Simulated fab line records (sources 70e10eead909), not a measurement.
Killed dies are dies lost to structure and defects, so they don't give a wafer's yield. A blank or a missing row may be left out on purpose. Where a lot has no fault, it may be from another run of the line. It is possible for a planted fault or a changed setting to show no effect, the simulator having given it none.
Matching of chambers || flow nand harc || NHARC_A_SLIT_DEP_25 on pecvd-02 has 3 sister chambers
The step deposits SiO2, target thk 200 nm. 18 wafers are shown with their chamber, then 9 later ones without.

WAFERS, EACH WITH ITS CHAMBER
{"wafer": "L074.3", "chamber": 1, "throttle valve pct (%)": 15.7, "heater power w (W)": 484, "susceptor temp C (C)": 399.91}
{"wafer": "L074.4", "chamber": 2, "throttle valve pct (%)": 15.9, "heater power w (W)": 406, "susceptor temp C (C)": 400.17}
{"wafer": "L074.5", "chamber": 1, "throttle valve pct (%)": 15.8, "heater power w (W)": 487, "susceptor temp C (C)": 400.10}
{"wafer": "L076.2", "chamber": 2, "throttle valve pct (%)": 16.3, "heater power w (W)": 407, "susceptor temp C (C)": 399.82}
{"wafer": "L076.4", "chamber": 0, "throttle valve pct (%)": 16.7, "heater power w (W)": 434, "susceptor temp C (C)": 399.87}
{"wafer": "L076.6", "chamber": 2, "throttle valve pct (%)": 15.8, "heater power w (W)": 417, "susceptor temp C (C)": 399.65}
{"wafer": "L075.1", "chamber": 0, "throttle valve pct (%)": 17.1, "heater power w (W)": 490, "susceptor temp C (C)": 399.99}
{"wafer": "L075.4", "chamber": 0, "throttle valve pct (%)": 16.8, "heater power w (W)": 510, "susceptor temp C (C)": 400.22}
{"wafer": "L075.5", "chamber": 2, "throttle valve pct (%)": 15.9, "heater power w (W)": 410, "susceptor temp C (C)": 400.25}
{"wafer": "L083.2", "chamber": 1, "throttle valve pct (%)": 15.8, "heater power w (W)": 528, "susceptor temp C (C)": 400.18}
{"wafer": "L083.3", "chamber": 0, "throttle valve pct (%)": 16.9, "heater power w (W)": 520, "susceptor temp C (C)": 399.92}
{"wafer": "L083.5", "chamber": 1, "throttle valve pct (%)": 15.4, "heater power w (W)": 541, "susceptor temp C (C)": 400.00}
{"wafer": "L085.1", "chamber": 2, "throttle valve pct (%)": 15.6, "heater power w (W)": 417, "susceptor temp C (C)": 399.76}
{"wafer": "L085.2", "chamber": 0, "throttle valve pct (%)": 16.8, "heater power w (W)": 398, "susceptor temp C (C)": 399.99}
{"wafer": "L085.4", "chamber": 2, "throttle valve pct (%)": 15.5, "heater power w (W)": 438, "susceptor temp C (C)": 399.96}
{"wafer": "L088.2", "chamber": 1, "throttle valve pct (%)": 15.6, "heater power w (W)": 539, "susceptor temp C (C)": 400.23}
{"wafer": "L088.4", "chamber": 1, "throttle valve pct (%)": 15.9, "heater power w (W)": 520, "susceptor temp C (C)": 399.87}
{"wafer": "L088.5", "chamber": 2, "throttle valve pct (%)": 15.5, "heater power w (W)": 409, "susceptor temp C (C)": 400.33}

SIGNATURES, as means of the wafers listed above
{"reading": "throttle valve pct", "chamber 0": 16.860, "chamber 1": 15.700, "chamber 2": 15.786, "scatter within a chamber": 0.222}
{"reading": "heater power w", "chamber 0": 470.40, "chamber 1": 516.50, "chamber 2": 414.86, "scatter within a chamber": 31.5}
{"reading": "susceptor temp C", "chamber 0": 399.9980, "chamber 1": 400.0483, "chamber 2": 399.9914, "scatter within a chamber": 0.199}
Rule: for each reading, subtract the chamber's mean from the wafer's reading, divide by that reading's scatter and square the result; add these up over the readings and take the root, which gives the wafer's distance from the chamber. If the next closest chamber is less than 2 further off than the closest, the wafer can't be placed; otherwise it belongs to the closest. How the scatter is found: for the shown wafers, subtract from each reading the mean of its chamber, square and add these, divide the total by (wafers less chambers), then take the root.

WAFERS WITHOUT THEIR CHAMBER
{"wafer": "L094.2", "throttle valve pct (%)": 15.8, "heater power w (W)": 356, "susceptor temp C (C)": 400.03}
{"wafer": "L094.3", "throttle valve pct (%)": 15.7, "heater power w (W)": 535, "susceptor temp C (C)": 400.19}
{"wafer": "L094.4", "throttle valve pct (%)": 15.6, "heater power w (W)": 361, "susceptor temp C (C)": 400.14}
{"wafer": "L097.1", "throttle valve pct (%)": 15.6, "heater power w (W)": 458, "susceptor temp C (C)": 400.12}
{"wafer": "L097.4", "throttle valve pct (%)": 15.6, "heater power w (W)": 401, "susceptor temp C (C)": 400.11}
{"wafer": "L097.6", "throttle valve pct (%)": 17.2, "heater power w (W)": 413, "susceptor temp C (C)": 399.83}
{"wafer": "L096.1", "throttle valve pct (%)": 16.8, "heater power w (W)": 460, "susceptor temp C (C)": 400.19}
{"wafer": "L096.3", "throttle valve pct (%)": 15.7, "heater power w (W)": 535, "susceptor temp C (C)": 399.53}
{"wafer": "L096.5", "throttle valve pct (%)": 16.8, "heater power w (W)": 463, "susceptor temp C (C)": 400.09}

WHICH CHAMBER EACH ONE RAN IN
{"wafer": "L094.2", "from the rows above": 2, "in truth": 2}
{"wafer": "L094.3", "from the rows above": 1, "in truth": 1}
{"wafer": "L094.4", "from the rows above": 2, "in truth": 2}
{"wafer": "L097.1", "from the rows above": "can't be placed: 2 or 1", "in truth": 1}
{"wafer": "L097.4", "from the rows above": 2, "in truth": 2}
{"wafer": "L097.6", "from the rows above": 0, "in truth": 0}
{"wafer": "L096.1", "from the rows above": 0, "in truth": 0}
{"wafer": "L096.3", "from the rows above": "can't be placed: 1 or 2", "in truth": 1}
{"wafer": "L096.5", "from the rows above": 0, "in truth": 0}
Correct placement for 7 of the 9. These rows do not allow placing 2 (true chamber among the candidates in 2). Wrongly placed: 0.
